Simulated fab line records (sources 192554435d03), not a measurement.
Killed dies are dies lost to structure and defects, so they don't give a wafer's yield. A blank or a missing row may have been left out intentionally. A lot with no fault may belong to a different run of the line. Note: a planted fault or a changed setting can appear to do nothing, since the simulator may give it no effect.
One fault through the eyes of 3 desks -- flow n5_finfet -- what lay behind the numbers comes last; until then each desk has only its own

== THE METROLOGY DESK ==
Lot by lot, what the gauges showed, no matter which tool ran the lot: averages of those sampled wafers that carry a number. If a lot's mean is further than 4 standard deviations from the usual mean, the lot is out of limits and carries the mark OUT (the distance appears in the brackets). 7 of its 11 readings are shown, namely those furthest out on some lot.
Columns: A = cd_nm at N5_MOL_CONTACT_COAG_CD_MEAS_99, usual 16.8 nm; B = DIBL_P at N5_BEOL_M4_RC_MEAS_101, usual 38 mV/V; C = IOFF_N at N5_BEOL_M4_RC_MEAS_101, usual 0.18 nA/um; D = IOFF_P at N5_BEOL_M4_RC_MEAS_101, usual 0.25 nA/um; E = SS_N at N5_BEOL_M4_RC_MEAS_101, usual 71.7 mV/dec; F = VT_N at N5_BEOL_M4_RC_MEAS_101, usual 249 mV; G = VT_P at N5_BEOL_M4_RC_MEAS_101, usual -248 mV
lot,first seen here,A,B,C,D,E,F,G
L668,day 4 21:23,17.0,39,0.19,0.23,71.4,248,-250
L669,day 5 03:41,17.1,35,0.15,0.23,71.3,247,-248
L670,day 5 12:22,17.2,38,0.18,0.27,71.4,244,-244
L671,day 5 20:41,17.1,38,0.19,0.29,72.0,248,-245
L676,day 6 23:08,16.8,40,0.19,0.26,71.9,249,-247
L678,day 7 08:38,17.2,37,0.16,0.21,71.9,250,-249
L680,day 7 20:49,16.7,33,0.13,0.18,71.2,255,-253
L681,day 8 01:46,16.7,40,0.22,0.28,72.2,246,-248
L682,day 8 07:19,16.9,38,0.18,0.26,71.9,251,-247
L686,day 9 09:15,16.8,38,0.16,0.21,71.4,250,-252
L688,day 9 22:50,17.5,40,0.23,0.29,72.0,247,-246
L690,day 10 11:33,16.9,41,0.24,0.30,72.6,244,-245
Result from this desk: across the 12 lots, nothing is out of limits.

== TOOL OWNER'S DESK, rie_diel-04 ==
The tool's own readings at N5_MOL_CONTACT_COAG_ETCH_106 (etches SOC in N2/H2, target depth 80 nm, overetch 16 nm, time 120 s): means of the sampled wafers that have a number, for each lot that ran on this tool. If a lot's mean is further than 4 standard deviations from the usual mean, the lot is out of limits and carries the mark OUT (the distance appears in the brackets).
Columns: A = bias_w at N5_MOL_CONTACT_COAG_ETCH_106, usual 150.0 W; B = chamber_pressure_mTorr at N5_MOL_CONTACT_COAG_ETCH_106, usual 30.001 mTorr; C = drypump_motor_current_A at N5_MOL_CONTACT_COAG_ETCH_106, usual 5.6 A; D = oes_product_au at N5_MOL_CONTACT_COAG_ETCH_106, usual 0.71 a.u.; E = rf_vpp_V at N5_MOL_CONTACT_COAG_ETCH_106, usual 524.1 V; F = showerhead_plenum_p_Torr at N5_MOL_CONTACT_COAG_ETCH_106, usual 2.55 Torr; G = throttle_valve_pct at N5_MOL_CONTACT_COAG_ETCH_106, usual 17.62 %
lot,first seen here,A,B,C,D,E,F,G
L668,day 4 21:04,149.8,29.991,5.8,0.66,525.1,2.56,17.50
L678,day 7 08:19,149.5,30.007,5.8,0.65,524.5,2.55,17.52
L680,day 7 20:31,149.9,29.982,5.9,0.71,526.3,2.59,17.64
L681,day 8 01:27,150.0,30.019,5.4,0.72,524.3,2.58,17.61
L682,day 8 07:00,150.6,30.010,6.2,0.68,524.7,2.57,17.67
L686,day 9 08:56,150.0,30.020,6.0,0.70,525.8,2.59,17.66
Result from this desk: across the 6 lots, nothing is out of limits.

== THE DEFECT DESK ==
For each lot, the counts of the inspections along the route, averaged over the sampled wafers that have a number. If a lot's mean is further than 4 standard deviations from the usual mean, the lot is out of limits and carries the mark OUT (the distance appears in the brackets).
Columns: A = raw_defect_count at N5_MOL_CONTACT_COAG_INSPECT_10, usual 71
lot,first seen here,A
L668,day 4 20:58,54
L669,day 5 03:16,81
L670,day 5 11:56,57
L671,day 5 20:15,63
L672,day 6 03:30,90
L673,day 6 11:33,54
L676,day 6 22:43,39
L678,day 7 08:08,77
L680,day 7 20:23,95
L681,day 8 01:17,39
L682,day 8 06:53,70
L686,day 9 08:38,148
L688,day 9 22:25,61
L690,day 10 10:54,69
Result from this desk: across the 14 lots, nothing is out of limits.

== TAKEN TOGETHER ==
Nothing out of limits was seen by the metrology desk.
Nothing out of limits was seen by the tool owner's desk.
Nothing the defect desk looked at was out of limits.

== WHAT THE SIMULATOR HAD INSERTED ==
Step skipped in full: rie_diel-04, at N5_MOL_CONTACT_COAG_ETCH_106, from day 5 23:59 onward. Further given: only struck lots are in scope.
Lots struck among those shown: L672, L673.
